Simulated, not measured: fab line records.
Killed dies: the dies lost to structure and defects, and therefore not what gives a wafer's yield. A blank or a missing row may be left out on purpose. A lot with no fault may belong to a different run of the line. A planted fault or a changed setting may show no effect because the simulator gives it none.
Lot-split experiment | flow n5Finfet | on a route of 1938 steps: 7 lots, 21 wafers read

THE SPLIT ITSELF
At N5_BEOL_M10_ETCH_62 (etches SOC in N2/H2, target depth 110 nm, overetch 22 nm, time 165 s), the setting timeS was moved away from the recipe's 165 s on 11 of the 21 wafers read, by -21.9% to +15.9%. The other wafers ran this setting at the recipe's value.

The reading is taken at the split's own step.

THE READING
SiARC_of_BEOL_M10_COAT_60.thkNm (the simulator's own value, which no gauge read), in nm, at N5_BEOL_M10_ETCH_62 (etches SOC in N2/H2, target depth 110 nm, overetch 22 nm, time 165 s). No usual value for it is given in the file. Across the 10 wafers here that went through the recipe, the average is 23.7 nm and the standard deviation 0.2 nm.

wafer  | tool, chamber at the split | timeS as run, s | against the recipe | SiARC_of_BEOL_M10_COAT_60.thkNm, nm | against lot-mates on the recipe
L077.4 | rieDiel-04, 1              | 165             | recipe             | 23.2                                | -
L077.5 | rieDiel-04, 1              | 144.9           | -12.2%             | 24                                  | +0.8
L077.6 | rieDiel-04, 2              | 144.9           | -12.2%             | 24.4                                | +1.2
L081.1 | rieDiel-02, 2              | 191.2           | +15.9%             | 22.4                                | no lot-mate on the recipe
L081.5 | rieDiel-02, 1              | 191.2           | +15.9%             | 22.6                                | no lot-mate on the recipe
L081.6 | rieDiel-02, 2              | 191.2           | +15.9%             | 22.6                                | no lot-mate on the recipe
L083.3 | rieDiel-02, 1              | 175.7           | +6.5%              | 23                                  | -0.6
L083.4 | rieDiel-02, 2              | 165             | recipe             | 23.6                                | -
L083.6 | rieDiel-02, 2              | 175.7           | +6.5%              | 23                                  | -0.6
L084.4 | rieDiel-02, 3              | 165             | recipe             | 23.8                                | -
L084.5 | rieDiel-02, 0              | 165             | recipe             | 23.8                                | -
L084.6 | rieDiel-02, 1              | 165             | recipe             | 23.6                                | -
L088.2 | rieDiel-02, 2              | 174.5           | +5.8%              | 23.4                                | -0.4
L088.5 | rieDiel-02, 3,0            | 165             | recipe             | 23.8                                | -
L088.6 | rieDiel-02, 3,0            | 165             | recipe             | 23.8                                | -
L093.2 | rieDiel-02, 3              | 179.6           | +8.8%              | 23.2                                | -0.6
L093.3 | rieDiel-02, 0              | 165             | recipe             | 23.8                                | -
L093.5 | rieDiel-02, 3              | 179.6           | +8.8%              | 23.2                                | -0.6
L097.2 | rieDiel-04, 3              | 165             | recipe             | 23.4                                | -
L097.4 | rieDiel-04, 1              | 128.9           | -21.9%             | 24.8                                | +1.2
L097.5 | rieDiel-04, 2              | 165             | recipe             | 23.8                                | -
The file does not say which wafer passed through which chamber wherever a row lists several chambers: such a row stands for several wafers.

THE FIT
A straight line over all 21 wafers: SiARC_of_BEOL_M10_COAT_60.thkNm changes by -0.0595 nm for each +1% of timeS; r = -0.94; the points scatter about the line by 0.2 nm.
The same after taking each lot's own level away (the mean of its wafers on the recipe; 18 wafers): -0.0681 nm for each +1%; r = -0.96; scatter 0.15 nm.
The reading moves by 1.5 nm for the largest change in timeS, on that fit.
The span of the lots' own levels, 23.20 to 23.80 nm, comes to 3.0 times the standard deviation stated above.
So the lot-to-lot level changes the slope: the two fits differ.
Check: for one of the wafers moved furthest among these (-21.9%), held out of the fit, the line's prediction against its lot-mates is +1.74 nm. Against them it came out at +1.2 nm.

FURTHER SPLITS ON THESE WAFERS
Note: prior to the reading, these wafers also went through further splits. Each is held against what the fit with the lots' levels taken away leaves over:
other split on the same wafers | wafers away from the commonest value | r with SiARC_of_BEOL_M10_COAT_60.thkNm (lot level and that fit taken away)
N5_BEOL_M8_EXPOSE_25 doseMj    | 6                                    | +0.03
N5_BEOL_M9_EXPOSE_25 doseMj    | 7                                    | +0.39
N5_BEOL_M10_EXPOSE_08 doseMj   | 5                                    | +0.04

FILE'S OWN FIT
SiARC_of_BEOL_M10_COAT_60.thkNm changes by -0.064 nm for each +1% of timeS, r = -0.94.
